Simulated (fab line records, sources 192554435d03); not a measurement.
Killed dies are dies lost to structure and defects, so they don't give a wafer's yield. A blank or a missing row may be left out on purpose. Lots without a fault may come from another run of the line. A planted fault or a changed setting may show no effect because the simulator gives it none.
Split-lot experiment | flow n5_finfet | 7 lots, 39 wafers read, on a route of 1938 steps

THE SPLIT
At N5_GATE_CUT_ALD_22 (deposits SiNx, target thk 16 nm, pulse time 1 s, ald cycles 320), the setting ald_cycles was moved away from the recipe's 320 on 15 of the 39 wafers read, by -48.1% to +55.6%. The other wafers ran this setting at the recipe's value.

The reading is taken at the split's own step.

THE READING
SiNx_of_GATE_CUT_ALD_22.thk_nm (the simulator's own value, which no gauge read), in nm, at N5_GATE_CUT_ALD_22 (deposits SiNx, target thk 16 nm, pulse time 1 s, ald cycles 320). The file gives no usual value for it. The 24 wafers here that ran the recipe average 16.0 nm, standard deviation 0.08 nm.

wafer  | tool, chamber at the split | ald_cycles as run | against the recipe | SiNx_of_GATE_CUT_ALD_22.thk_nm, nm | against lot-mates on the recipe
L077.1 | ald_sin-04, 0,3,2          | 320               | recipe             | 16                                 | -
L077.5 | ald_sin-04, 0,3,2          | 320               | recipe             | 16                                 | -
L077.6 | ald_sin-04, 0,3,2          | 320               | recipe             | 16                                 | -
L077.2 | ald_sin-04, 2,1,3          | 166               | -48.1%             | 8.2                                | -7.8
L077.3 | ald_sin-04, 2,1,3          | 166               | -48.1%             | 8.2                                | -7.8
L077.4 | ald_sin-04, 2,1,3          | 166               | -48.1%             | 8.2                                | -7.8
L078.1 | ald_sin-01, 2,1            | 257               | -19.7%             | 13                                 | -3.0
L078.6 | ald_sin-01, 2,1            | 257               | -19.7%             | 13                                 | -3.0
L078.2 | ald_sin-01, 0              | 257               | -19.7%             | 12.8                               | -3.2
L078.3 | ald_sin-01, 1,3,2          | 320               | recipe             | 16                                 | -
L078.4 | ald_sin-01, 1,3,2          | 320               | recipe             | 16                                 | -
L078.5 | ald_sin-01, 1,3,2          | 320               | recipe             | 16                                 | -
L079.2 | ald_sin-04, 2              | 320               | recipe             | 15.8                               | -
L079.4 | ald_sin-04, 1,2            | 320               | recipe             | 16                                 | -
L079.6 | ald_sin-04, 1,2            | 320               | recipe             | 16                                 | -
L081.1 | ald_sin-01, 1,3            | 320               | recipe             | 16                                 | -
L081.5 | ald_sin-01, 1,3            | 320               | recipe             | 16                                 | -
L081.2 | ald_sin-01, 2,3,2          | 498               | +55.6%             | 24.8                               | +8.9
L081.4 | ald_sin-01, 2,3,2          | 498               | +55.6%             | 24.8                               | +8.9
L081.6 | ald_sin-01, 2,3,2          | 498               | +55.6%             | 24.8                               | +8.9
L081.3 | ald_sin-01, 0              | 320               | recipe             | 15.8                               | -
L085.1 | ald_sin-03, 0,1,0,3        | 320               | recipe             | 16                                 | -
L085.2 | ald_sin-03, 0,1,0,3        | 320               | recipe             | 16                                 | -
L085.5 | ald_sin-03, 0,1,0,3        | 320               | recipe             | 16                                 | -
L085.6 | ald_sin-03, 0,1,0,3        | 320               | recipe             | 16                                 | -
L085.3 | ald_sin-03, 3              | 320               | recipe             | 16.2                               | -
L085.4 | ald_sin-03, 2              | 320               | recipe             | 15.8                               | -
L087.1 | ald_sin-01, 0,2            | 394               | +23.1%             | 19.6                               | +3.6
L087.4 | ald_sin-01, 0,2            | 394               | +23.1%             | 19.6                               | +3.6
L087.2 | ald_sin-01, 1,3,2          | 320               | recipe             | 16                                 | -
L087.5 | ald_sin-01, 1,3,2          | 320               | recipe             | 16                                 | -
L087.6 | ald_sin-01, 1,3,2          | 320               | recipe             | 16                                 | -
L087.3 | ald_sin-01, 3              | 394               | +23.1%             | 19.8                               | +3.8
L095.1 | ald_sin-04, 2,1,0          | 422               | +31.9%             | 21.2                               | +5.2
L095.5 | ald_sin-04, 2,1,0          | 422               | +31.9%             | 21.2                               | +5.2
L095.6 | ald_sin-04, 2,1,0          | 422               | +31.9%             | 21.2                               | +5.2
L095.2 | ald_sin-04, 0,3,1          | 320               | recipe             | 16                                 | -
L095.3 | ald_sin-04, 0,3,1          | 320               | recipe             | 16                                 | -
L095.4 | ald_sin-04, 0,3,1          | 320               | recipe             | 16                                 | -
Where a row lists several chambers, the file gives one row for several wafers and doesn't say which wafer went through which chamber.

THE FIT
A straight line over all 39 wafers: SiNx_of_GATE_CUT_ALD_22.thk_nm changes by +0.16 nm for each +1% of ald_cycles; r = +1.00; the points scatter about the line by 0.093 nm.
The same after taking each lot's own level away (the mean of its wafers on the recipe; 39 wafers): +0.161 nm for each +1%; r = +1.00; scatter 0.085 nm.
On that fit, the largest move of ald_cycles shifts the reading by 8.9 nm.
The lots' own levels span 15.93 to 16.00 nm, that is 0.8 times the standard deviation above.
So the lot-to-lot level changes the slope little: the two slopes agree.
Check: with one of the wafers moved furthest among these (+55.6%) left out of the fit, the line predicts +8.94 nm for it against its lot-mates. It came out at +8.87 nm against them.

OTHER SPLITS ON THESE WAFERS
These wafers also went through other splits before the reading. Each is held against what the fit with the lots' levels taken away leaves over:
other split on the same wafers     | wafers away from the commonest value | r with SiNx_of_GATE_CUT_ALD_22.thk_nm (lot level and that fit taken away)
N5_FIN_SAQP_PECVD_06 time_s        | 18                                   | +0.25
N5_FIN_SAQP_ETCH_69 target_depth_a | 15                                   | -0.16
N5_SDB_ALD_29 ald_cycles           | 18                                   | +0.19

THE FILE'S OWN FIT
SiNx_of_GATE_CUT_ALD_22.thk_nm changes by +0.161 nm for each +1% of ald_cycles, r = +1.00.
